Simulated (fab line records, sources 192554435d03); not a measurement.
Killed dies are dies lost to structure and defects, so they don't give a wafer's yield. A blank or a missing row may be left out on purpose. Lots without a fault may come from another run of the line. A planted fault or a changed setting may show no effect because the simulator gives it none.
fab line records | flow n5_finfet
record lots=3 wafers=9 last_day=19
route steps=1938 shown BEOL_M11@1590 BEOL_M12@1602 PASSIVATION@1936
lots that met no fault: from a run of the same line without faults
start_h: hours from the record's first day to the start of the lot's first wafer shown | wait_h: hours since the lot's step before | " the same as in the row above | L1.1+2: a row that stands for several wafers | - no value, or no start given | * or withheld: withheld | < > ~ a bound
route shown NAME@n: a module of which the file shows steps, and the number in the route of the first | usual: mean/standard deviation of fault-free wafers | same: alike in all rows | chamber/n: place in a boat | sites: the reading at each site | _std_site: their standard deviation | _edge_site: outer sites' mean less inner sites' | radius_mm: how far each site lies from the wafer's centre | mask NAME#n: copy n | behind: the tool/chamber that last shaped the wafer | hold: why the lot was held/for how many hours/how that ended | device: the transistor (n, p or np) that didn't switch | end of line: the same wafers' tests at the end of the route | a step without rows: its recipe alone | killed: dies lost to structure and defects at the first sort, not the wafer's yield | map: a wafer's dies, x killed, . not, _ none there
set.NAME: the setting as run; set.NAME@STEP: as run at that earlier step | model.NAME: the simulator's own value behind a step, which no gauge read
lots at some steps of the route; a table a step, a row a wafer
services: from which hour (start_h, from the record's first day; less than 0 if before it) a tool's chamber was out of use, for how many hours, and why
## steps
# step N5_BEOL_M11_ALD_74
# recipe material=TaN target_thk_a=20 temp_c=275 ald_precursor_family=PDMAT ald_co_reactant=NH3 pressure_torr=3 carrier_flow_sccm=1500 pulse_time_s=2 purge_time_s=3 co_reactant_purge_time_s=2 co_reactant_pulse_time_s=3 ald_cycles=40 precursor_vessel_temp_c=75 precursor_vessel_pressure_torr=26.25 precursor_vessel_carrier_sccm=1000
# step N5_BEOL_M11_SURFACE_TREAT_76
# recipe gas=Ar time_s=* ion_energy_ev=* ion_current_ma_cm2=0.5 pressure_mtorr=* ar_flow_sccm=30
# step N5_BEOL_M11_CVD_75
# recipe material=Co target_thk_a=20 temp_c=withheld precursor=CCTBA/H2 pressure_torr=30 time_s=138.9
# step N5_BEOL_M11_SPUTTER_48
# recipe material=Cu target_thk_a=120 temp_c=-20 bias_v=60 power_w=26000 chamber_pressure_pa=0.13 time_s=2
# step N5_BEOL_M11_ECD_50
# recipe material=Cu target_thk_a=3180
# step N5_BEOL_M11_ANNEAL_51
# recipe temp_c=225 time_s=90 ambient=N2
# step N5_BEOL_M11_CMP_52
# recipe stop_on=SiCOH_lowk t_overpolish_s=7 down_force_psi=1 platen_rpm=50 clearing_platen_down_force_psi=1.5 clearing_platen_rpm=50 post_cmp_clean=cu_alkaline target_thk_nm=140 clearing_platen_pad_velocity_m_s=0.99484 pad_velocity_m_s=0.99484
# step N5_BEOL_M11_PRE_CLEAN_55
# recipe gas=NH3 time_s=15 temp_c=withheld rf_power_w=300
# step N5_BEOL_M11_DEP_56
# recipe material=SiCN target_thk_a=300 temp_c=withheld precursor=3MS/NH3 pressure_torr=3 rf_w=675 time_s=10.5
# step N5_BEOL_M12_ILD_DEP_00
# recipe material=SiOC target_thk_a=6589.2 temp_c=350 precursor=DEMS/O2 pressure_torr=5 rf_w=500 time_s=130.7
# usual heater_power_w=482/65 showerhead_plenum_p_Torr=5.694/0.014 susceptor_temp_C=349.99/0.2 throttle_valve_pct=12.0/0.74
# columns lot.wafer tool chamber start_h wait_h heater_power_w showerhead_plenum_p_Torr since_wet_clean_h susceptor_temp_C throttle_valve_pct model.SiOC_of_BEOL_M12_ILD_DEP_00.thk_nm
L597.2 pecvd-02 2 312.56 0.0 497 5.678 614 349.72 10.8 650.6
L597.3 " 1 " " 495 5.698 2104 350.13 11.7 646
L597.5 " 0 " " 549 5.694 - 372.22 12.9 623.4
L602.1 pecvd-04 2 369.16 0.0 447 5.688 500 349.76 12.4 631.8
L602.3 " 1 " " 487 5.713 - 349.75 12.8 665.2
L602.6 " 1 " " 401 5.710 - 349.98 12.3 663.6
L609.1 pecvd-02 0 412.15 0.0 559 5.700 1479 349.84 12.5 641.6
L609.2 " 2 " " 570 5.674 714 349.75 11.5 639.2
L609.4 " 2 " " 580 5.675 - 349.72 11.1 650.4
# step N5_BEOL_M12_THK_MEAS_01
# recipe reads=SiOC_of_BEOL_M12_ILD_DEP_00
# usual M12_ILD_THK=654/8.8
# columns lot.wafer tool chamber start_h wait_h M12_ILD_THK[nm]
L597.2 film_metro-01 - 312.69 0.1 651
L597.3 " - " " 647
L597.5 " - " " 624
L602.1 film_metro-01 - 369.34 0.1 631
L602.3 " - " " 665
L602.6 " - " " 664
L609.1 film_metro-02 - 412.33 0.1 642
L609.2 " - " " 640
L609.4 " - " " 650
# step N5_BEOL_M12_COAT_58
# recipe resist=BARC temp_c=205 time_s=60 spin_rpm=1500 resist_thk_nm=89
# step N5_BEOL_M12_COAT_04
# recipe spin_rpm=1625 resist_thk_nm=400
# step N5_BEOL_M12_EBR_06
# recipe solvent=PGMEA ebr_width_mm=1.5
# step N5_BEOL_M12_SOFTBAKE_05
# recipe temp_c=130 time_s=60
# step N5_BEOL_M12_EXPOSE_07
# recipe mask_id=V11 na=0.93 source_shape=conventional sigma_outer=0.6 polarization=unpolarized attpsm_phase_deg=180 dose_mj=32.5
# step N5_BEOL_M12_PEB_08
# recipe peb_temp_c=130 peb_time_s=90
# step N5_BEOL_M12_DEVELOP_09
# recipe develop_time_s=45 rinse_liquid=diw dry=air_spin dev_temp_c=21
# step N5_BEOL_M12_HARDBAKE_14
# recipe temp_c=130 time_s=120
# step N5_BEOL_M12_DESCUM_15
# recipe chemistry=O2 time_s=7.9 source_power_w=50 bias_power_w=20 pressure_mtorr=20 rf_frequency_hz=2.712e+07 temp_c=40 o2_flow_sccm=225
# step N5_BEOL_M12_ETCH_59
# recipe chemistry=N2/H2 target=BARC target_depth_a=890 overetch_a=267 time_s=67.9 ion_energy_ev=200 pressure_mtorr=30 source_w=840 bias_w=150 n2_flow_sccm=200 h2_flow_sccm=200
# step N5_BEOL_M12_VIA_ETCH_16
# recipe chemistry=C4F8/O2/Ar target=SiOC pressure_mtorr=30 source_w=3000 bias_w=700 Ar_flow_sccm=400 C4F8_flow_sccm=15 O2_flow_sccm=8 he_inner_torr=15 he_outer_torr=30 target_depth_a=7248 time_s=withheld ion_energy_ev=250 ends=cleared
# usual O2_flow_sccm=7.998/0.024 drypump_motor_current_A=5.71/0.26 oes_product_au=0.75/0.052 rf_vpp_V=666.7/2.9 showerhead_plenum_p_Torr=3.47/0.1 throttle_valve_pct=24.09/0.22
# columns lot.wafer tool chamber start_h wait_h O2_flow_sccm drypump_motor_current_A oes_product_au rf_vpp_V showerhead_plenum_p_Torr throttle_valve_pct model.etch.depth_nm model.coat_of_BEOL_M12_COAT_04.thk_nm
L597.2 rie_diel-05 1 314.76 0.0 7.997 5.80 0.74 667.3 3.46 23.77 650.7 129
L597.3 " 2 " " 8.016 6.17 0.70 666.4 3.43 24.44 646.1 129.4
L597.5 " 3 " " 7.975 5.94 0.78 662.9 3.37 24.27 623.5 136
L602.1 rie_diel-06 1 369.82 0.0 7.975 5.61 0.70 661.9 3.31 24.15 631.8 132.4
L602.3 " 2 " " 7.933 5.76 0.71 671.8 3.60 24.01 665.2 122
L602.6 " 1 " " 7.978 5.60 0.69 662.8 3.31 24.13 663.7 123.6
L609.1 rie_diel-04 3 412.80 0.0 7.986 6.02 0.71 672.2 3.58 24.33 641.7 127
L609.2 " 1 " " 7.983 6.13 0.76 667.0 3.44 24.13 639.1 127.4
L609.4 " 2 " " 7.957 5.45 0.82 670.1 3.61 24.34 650.4 125.4
# step N5_BEOL_M12_STRIP_63
# recipe chemistry=N2/H2 power_w=1000 temp_c=250 h2_frac=0.65 overash_fraction=0.3 pressure_mtorr=1000 n2_flow_sccm=1750 h2_flow_sccm=3250
# usual drypump_motor_current_A=5.42/0.094 heater_power_w=336/9.3 oes_product_au=0.694/0.0048 strip_time_to_endpoint_s=43.1/0.73
# columns lot.wafer tool chamber start_h wait_h drypump_motor_current_A heater_power_w oes_product_au rf_hours_counter_h strip_time_to_endpoint_s
L597.2 plasma_asher-01 1 314.97 - 5.27 324 0.706 79 44.1
L597.3 " 0 " " 5.57 330 0.696 - 44.2
L597.5 " 1 " " 5.28 324 0.698 - 46.0
L602.1 plasma_asher-02 1 370.01 - 5.38 334 0.686 144 45.0
L602.3 " 1 " " 5.39 337 0.691 - 42.2
L602.6 " 1 " " 5.40 335 0.699 - 42.6
L609.1 plasma_asher-02 0 413.00 - 5.40 348 0.697 152 43.6
L609.2 " 1 " " 5.40 331 0.694 152 43.7
L609.4 " 1 " " 5.40 339 0.700 - 43.1
# step N5_BEOL_M12_STRIP_64
# recipe chemistry=N2/H2 power_w=1000 temp_c=250 h2_frac=0.65 overash_fraction=0.3 pressure_mtorr=withheld n2_flow_sccm=1750 h2_flow_sccm=3250
# step N5_BEOL_M12_STRIP_71
# recipe chemistry=post_etch_residue_remover time_s=60 temp_c=25 remover_ph=withheld remover_water_wt_pct=withheld remover_fluoride_wt_pct=withheld
# step N5_BEOL_M12_SRD_72
# recipe time_s=30 temp_c=23 rinse_liquid=diw dry=n2_spin spin_rpm=1500 dry_time_s=30
# step N5_BEOL_M12_COAT_65
# recipe resist=SOC temp_c=250 time_s=60 spin_rpm=1500 resist_thk_nm=300
# step N5_BEOL_M12_COAT_66
# recipe resist=SiARC temp_c=220 time_s=60 spin_rpm=1500 resist_thk_nm=110
# step N5_BEOL_M12_COAT_22
# recipe spin_rpm=2888 resist_thk_nm=300
# step N5_BEOL_M12_EBR_24
# recipe solvent=PGMEA ebr_width_mm=1.5
# step N5_BEOL_M12_SOFTBAKE_23
# recipe temp_c=130 time_s=60
# step N5_BEOL_M12_EXPOSE_25
# recipe mask_id=M12 na=0.93 source_shape=conventional sigma_outer=0.4 polarization=unpolarized dose_mj=21.8
# step N5_BEOL_M12_PEB_26
# recipe peb_temp_c=130 peb_time_s=90
# step N5_BEOL_M12_DEVELOP_27
# recipe develop_time_s=45 rinse_liquid=diw dry=air_spin dev_temp_c=21
# step N5_BEOL_M12_HARDBAKE_32
# recipe temp_c=130 time_s=120
# step N5_BEOL_M12_CMP_49
# recipe stop_on=SiOC t_overpolish_s=20.6 down_force_psi=1 platen_rpm=50 clearing_platen_down_force_psi=1.5 clearing_platen_rpm=50 post_cmp_clean=cu_alkaline target_thk_nm=320 clearing_platen_pad_velocity_m_s=0.99484 pad_velocity_m_s=0.99484
# usual motor_current_A=5.9/0.76
# columns lot.wafer tool chamber start_h wait_h motor_current_A model.SiOC_of_BEOL_M12_ILD_DEP_00.thk_nm
L597.3 cmp-03 2 323.92 0.2 6.4 586.8
L597.2 " 0 " " 7.9 591
L597.5 " 1 " " 5.7 563
L602.1 cmp-03 2 374.66 0.3 6.6 571.2
L602.3 " 1 " " 5.6 605
L602.6 " 3 " " 4.8 603.2
L609.4 cmp-03 1 415.54 0.1 5.8 590.2
L609.2 " 2 " " 6.1 578.4
L609.1 " 3 " " 4.8 581.2
# step N5_PASSIVATION_PROBE_49
# usual defect_limited_yield=91.1/1.4 killed_at_M0_to_M3=36/11 killed_at_M4_up=14/5.2 killed_at_contacts=12/6.1 killed_at_front_end=40/12 killed_at_other=3.2/2.5 killed_dies=105/16 killed_open=68/12 killed_short=35/8.7 sort_bin_5_function=5.2/0.89 sort_bin_6_memory=3.3/0.66 sort_n_pass=1074/16 sort_yield_pct=91.1/1.4
# same gross_dies=1180 killed_at_back_side=0 sort_bin_4_leakage[%]=0 sort_bin_8_speed[%]=0
# columns lot.wafer tool chamber start_h wait_h defect_limited_yield[%] killed_at_M0_to_M3 killed_at_M4_up killed_at_contacts killed_at_front_end killed_at_other killed_dies killed_open killed_short sort_bin_5_function[%] sort_bin_6_memory[%] sort_n_pass sort_yield_pct[%]
L597.2 prober-02 - 362.53 0.1 91.0 38 13 12 36 7 106 74 28 4.9 3.6 1074 91.0
L597.3 prober-02 - 362.58 0.1 91.4 49 6 8 34 5 102 57 44 5.1 3.1 1078 91.4
L597.5 prober-02 - 362.68 0.2 89.0 35 15 11 68 1 130 77 49 5.7 4.7 1050 89.0
L602.1 prober-01 - 409.35 0.0 90.1 31 20 13 49 4 117 75 39 5.1 4.4 1063 90.1
# killed by level:class
L597.2 BEOL_M2:geometric_particle:open=16 BEOL_M0_SAQP:geometric_particle:open=13 FIN_SAQP:geometric_particle:open=11 MOL_CONTACT_COAG:geometric_particle:open=11 BEOL_M0_SAQP:geometric_particle:short=6 STI_FIN_REVEAL:geometric_particle:open=5 STARTING-WAFER:geometric_particle:short=5 FIN_SAQP:geometric_particle:short=4
L597.3 BEOL_M0_SAQP:geometric_particle:short=15 BEOL_M0_SAQP:geometric_particle:open=12 BEOL_M2:geometric_particle:open=11 FIN_SAQP:geometric_particle:short=7 FIN_SAQP:geometric_particle:open=6 ILD0:geometric_particle:short=5 BEOL_M3:geometric_particle:open=5 GATE_CUT:geometric_particle:short=4
L597.5 FIN_SAQP:geometric_particle:open=27 FIN_SAQP:geometric_particle:short=17 BEOL_M1:geometric_particle:open=9 MOL_CONTACT_COAG:geometric_particle:open=8 BEOL_M0_SAQP:geometric_particle:short=7 BEOL_M2:geometric_particle:open=6 ILD0:geometric_particle:short=5 BEOL_M4:geometric_particle:open=5
L602.1 FIN_SAQP:geometric_particle:open=14 MOL_CONTACT_COAG:geometric_particle:open=9 BEOL_M4:geometric_particle:open=9 BEOL_M0_SAQP:geometric_particle:short=8 STI_FIN_REVEAL:geometric_particle:open=7 FIN_SAQP:geometric_particle:short=6 BEOL_M0_SAQP:geometric_particle:open=5 BEOL_M2:geometric_particle:open=5
## services
# columns tool chamber start_h hours kind
pecvd-04 - 289.15 1.3 repair
rie_diel-04 - 292.12 28.1 pm
pecvd-04 - 292.24 0.7 repair
pecvd-02 0 315.02 2.1 scheduled_down
pecvd-02 - 318.23 2.8 pm
rie_diel-04 1 326.00 10.0 repair
rie_diel-05 0 329.85 3.2 repair
rie_diel-05 - 339.29 2.8 pm
rie_diel-04 - 341.02 0.3 repair
plasma_asher-01 - 345.21 4.3 repair
rie_diel-05 1 355.98 1.7 repair
pecvd-04 0 364.62 5.5 scheduled_down
cmp-03 - 366.27 5.1 pm
pecvd-02 1 383.62 - clean
pecvd-02 1 383.62 - consumable_replace:showerhead
pecvd-02 1 383.62 29.0 scheduled_down
pecvd-02 1 383.62 29.0 vent_cycle
rie_diel-04 - 391.12 0.2 repair
rie_diel-06 0 393.32 5.4 repair
pecvd-02 0 399.12 5.5 scheduled_down
pecvd-04 - 403.89 0.8 pm
cmp-03 - 408.77 1.9 repair
## key
first_sign step=N5_BEOL_M12_ILD_DEP_00 reading=susceptor_temp_C direction=up sigmas=99+ usual=* struck=*
effect step=N5_BEOL_M12_THK_MEAS_01 reading=M12_ILD_THK direction=down sigmas=3.4 usual=654 struck=624
effect step=N5_BEOL_M12_STRIP_63 reading=strip_time_to_endpoint_s direction=up sigmas=3.9 usual=* struck=*
model_effect step=N5_BEOL_M12_ILD_DEP_00 value=SiOC_of_BEOL_M12_ILD_DEP_00.thk_nm without=656.8 struck=623.4
model_effect step=N5_BEOL_M12_VIA_ETCH_16 value=etch.depth_nm without=656.9 struck=623.5
model_effect step=N5_BEOL_M12_CMP_49 value=SiOC_of_BEOL_M12_ILD_DEP_00.thk_nm without=596.4 struck=563
met_at N5_BEOL_M12_ILD_DEP_00
struck_wafers L597.5
fault kind=process_parameter_drift tool=pecvd-02 chamber=0 onset_h=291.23 steps=N5_BEOL_M12_ILD_DEP_00 channel=temp_c offset=* shape=step end_h=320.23 acts_in=* stated=*
